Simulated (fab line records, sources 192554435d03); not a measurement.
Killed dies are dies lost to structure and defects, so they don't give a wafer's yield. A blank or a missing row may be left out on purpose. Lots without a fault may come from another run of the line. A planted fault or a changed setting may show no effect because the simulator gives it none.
Which tool did it? | flow n5_finfet | 11 lots, 32 wafers sampled, at 5 steps of a route of 1938

WHAT THE GAUGES READ, wafer by wafer
N5_BEOL_M4_RC_MEAS_101.
lot  | measured     | on        | DIBL_N (mV/V)
L885 | day 8 11:52  | prober-02 | 37.4 35.7
L886 | day 8 20:26  | prober-01 | 35.7 33.3 37.1
L887 | day 8 20:35  | prober-02 | 37.5 41.0 37.7
L888 | day 8 23:56  | prober-02 | 31.0 33.5 33.7
L891 | day 10 21:11 | prober-01 | 34.4 38.7 37.1
L896 | day 11 17:02 | prober-02 | 37.5 36.4 36.5
L897 | day 11 19:13 | prober-02 | 35.8 36.5 38.3
L898 | day 11 18:13 | prober-01 | 39.9 39.4 39.4
L901 | day 12 20:11 | prober-02 | 34.5 36.0 39.9
L902 | day 13 00:09 | prober-02 | 37.6 35.7 37.4
L903 | day 13 22:40 | prober-02 | 40.5 38.6 39.9

WHICH TOOL RAN EACH LOT (tool, then ch and the chambers of the sampled wafers, then the start)
lot  | N5_BEOL_M3_SPUTTER_86        | N5_BEOL_M3_ANNEAL_91         | N5_BEOL_M3_ANNEAL_93         | N5_BEOL_M3_CO_CAP_55
L885 | pvd_sputter-02, day 7 21:06  | pvd_sputter-02, day 7 21:37  | pvd_sputter-02, day 7 21:50  | cvd_co-02 ch 1,2, day 7 23:25
L886 | pvd_sputter-03, day 8 06:16  | pvd_sputter-03, day 8 06:47  | pvd_sputter-03, day 8 07:01  | cvd_co-02 ch 0,1,2, day 8 08:25
L887 | pvd_sputter-01, day 8 08:52  | pvd_sputter-01, day 8 09:27  | pvd_sputter-01, day 8 09:42  | cvd_co-02 ch 0,1,2, day 8 10:59
L888 | pvd_sputter-01, day 8 10:56  | pvd_sputter-01, day 8 11:31  | pvd_sputter-01, day 8 11:46  | cvd_co-01 ch 0,1,2, day 8 13:05
L891 | pvd_sputter-02, day 10 01:58 | pvd_sputter-02, day 10 02:29 | pvd_sputter-02, day 10 02:42 | cvd_co-01 ch 0,1,2, day 10 04:04
L896 | pvd_sputter-02, day 11 01:02 | pvd_sputter-02, day 11 01:34 | pvd_sputter-02, day 11 01:47 | cvd_co-02 ch 1,2, day 11 03:07
L897 | pvd_sputter-03, day 11 01:44 | pvd_sputter-03, day 11 02:15 | pvd_sputter-03, day 11 02:28 | cvd_co-01 ch 0,1,2, day 11 03:41
L898 | pvd_sputter-03, day 11 06:08 | pvd_sputter-03, day 11 06:40 | pvd_sputter-03, day 11 06:53 | cvd_co-02 ch 0,1,2, day 11 08:08
L901 | pvd_sputter-02, day 12 10:44 | pvd_sputter-02, day 12 11:15 | pvd_sputter-02, day 12 11:28 | cvd_co-02 ch 0,1,2, day 12 12:43
L902 | pvd_sputter-01, day 12 11:14 | pvd_sputter-01, day 12 11:45 | pvd_sputter-01, day 12 11:58 | cvd_co-02 ch 0,1,2, day 12 13:12
L903 | pvd_sputter-02, day 12 22:02 | pvd_sputter-02, day 12 22:33 | pvd_sputter-02, day 12 22:46 | cvd_co-02 ch 1,2, day 13 00:03
- N5_BEOL_M3_SPUTTER_86: material Cu, target thk 4.5 nm, time 8.29 s.
- N5_BEOL_M3_ANNEAL_91: time 240 s.
- N5_BEOL_M3_ANNEAL_93: time 240 s.
- N5_BEOL_M3_CO_CAP_55: material Co, precursor CCTBA/H2, target thk 2 nm, time 102.1 s.

THE ANSWER, worked out from the rows above alone
Rule: what is usual is taken from the lots themselves. Put in order of their means at a reading, lots are off if they are a third of the lots or fewer, leave a main group of 4 or more, and stand apart from it by a gap of 3 or more times the standard deviation of the main group's means; of several such gaps the widest counts. A main group whose means are all the same, to the digits that the tables above print for the reading, isn't used. A lot without any number at a reading at which 4 lots or more have one is off too. The other lots that the step has rows for count as sound.
No lot is off at any reading shown: from this, nothing can be told.

WHAT THE SIMULATOR HAD PUT IN
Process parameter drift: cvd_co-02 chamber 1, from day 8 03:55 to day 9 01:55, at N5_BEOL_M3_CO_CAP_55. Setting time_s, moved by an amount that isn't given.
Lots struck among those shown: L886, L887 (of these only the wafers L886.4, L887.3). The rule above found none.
